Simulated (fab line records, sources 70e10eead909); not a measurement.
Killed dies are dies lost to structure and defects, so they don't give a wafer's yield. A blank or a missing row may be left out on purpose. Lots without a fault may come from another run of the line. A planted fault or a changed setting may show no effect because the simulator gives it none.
Chamber matching | flow nand_harc | NHARC_A_STAIRCASE_ALD_420 on ald_hk-04: 4 sister chambers
The step deposits SiO2, target thk 20 nm, pulse time 6 s, ald cycles 200. 4 wafers are shown with their chamber, then 9 later ones without.

WAFERS WITH THEIR CHAMBER
wafer  | chamber | heater_power_outer_w (W)
L088.3 | 3       | 280
L086.1 | 2       | 239
L086.5 | 0       | 255
L086.6 | 1       | 247

WAFERS WITHOUT THEIR CHAMBER
wafer  | heater_power_outer_w (W)
L093.4 | 239
L093.5 | 245
L093.6 | 264
L091.1 | 248
L091.3 | 241
L091.4 | 260
L096.3 | 253
L096.5 | 272
L096.6 | 250

WHICH CHAMBER EACH WENT THROUGH
wafer  | from the rows above          | in truth
L093.4 | can't be placed: 2 or 1      | 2
L093.5 | can't be placed: 1 or 2 or 0 | 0
L093.6 | can't be placed: 0 or 3 or 1 | 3
L091.1 | can't be placed: 1 or 0 or 2 | 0
L091.3 | can't be placed: 2 or 1      | 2
L091.4 | can't be placed: 0 or 1      | 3
L096.3 | can't be placed: 0 or 1      | 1
L096.5 | can't be placed: 3 or 0      | 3
L096.6 | can't be placed: 1 or 0 or 2 | 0
Placed correctly: 0 of 9. Can't be placed from these rows: 9 (the true chamber is among the candidates in 8). Placed wrongly: 0.
How it was worked out, from the rows above alone: a wafer's distance from a chamber is the root of the sum, over the readings, of the square of ((its reading less the chamber's mean) divided by the reading's scatter). The wafer belongs to the nearest chamber; if the next one is less than 2 further off, it can't be placed. A chamber's mean is the mean of its shown wafers. The scatter: with one shown wafer a chamber, the root of the mean of the squares of how far each hidden wafer lies from its nearest shown one.
